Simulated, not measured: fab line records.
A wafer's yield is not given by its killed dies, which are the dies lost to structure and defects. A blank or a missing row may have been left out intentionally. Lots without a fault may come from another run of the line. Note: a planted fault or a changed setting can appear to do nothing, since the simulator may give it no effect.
Chamber matching | flow nand harc | NHARC_P_M1_CMP_23 on cmp-02: 4 sister chambers
The step polishes, t overpolish 20 s, target thk 157.82 nm. 8 wafers are shown with their chamber, then 7 later ones without.

== WAFERS, EACH WITH ITS CHAMBER ==
wafer  | chamber | motor current A (A) | time to endpoint s (s)
L850.2 | 0       | 10.4                | 29.1
L852.3 | 0       | 10.8                | 27.7
L856.4 | 1       | 10.4                | 25.8
L857.1 | 2       | 13.1                | 24.3
L857.2 | 3       | 10.9                | 26.5
L857.3 | 1       | 10.3                | 26.1
L865.3 | 3       | 10.4                | 29.3
L865.4 | 2       | 13.0                | 25.9

== WAFERS MISSING THEIR CHAMBER ==
wafer  | motor current A (A) | time to endpoint s (s)
L865.5 | 10.7                | 28.3
L867.1 | 9.7                 | 31.2
L867.2 | 10.5                | 28.3
L867.3 | 10.6                | 30.0
L870.3 | 10.7                | 25.6
L870.5 | 10.8                | 27.3
L870.6 | 13.0                | 25.1

== CHAMBER TAKEN BY EACH ==
wafer  | from the rows above          | in truth
L865.5 | can't be placed: 3 or 0      | 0
L867.1 | can't be placed: 0 or 3 or 1 | 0
L867.2 | can't be placed: 0 or 3 or 1 | 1
L867.3 | can't be placed: 0 or 3      | 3
L870.3 | can't be placed: 1 or 3 or 0 | 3
L870.5 | can't be placed: 3 or 0 or 1 | 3
L870.6 | 2                            | 2
Correct placement for 1 of the 7. These rows do not allow placing 6 (true chamber among the candidates in 6). Wrongly placed: 0.
How it was worked out, from the rows above alone: a wafer's distance from a chamber is the root of the sum, over the readings, of the square of ((its reading less the chamber's mean) divided by the reading's scatter). The wafer belongs to the nearest chamber; if the next one is less than 2 further off, it can't be placed. Each chamber's mean is taken over the wafers shown for it. How the scatter is found: for the shown wafers, subtract from each reading the mean of its chamber, square and add these, divide the total by (wafers less chambers), then take the root.
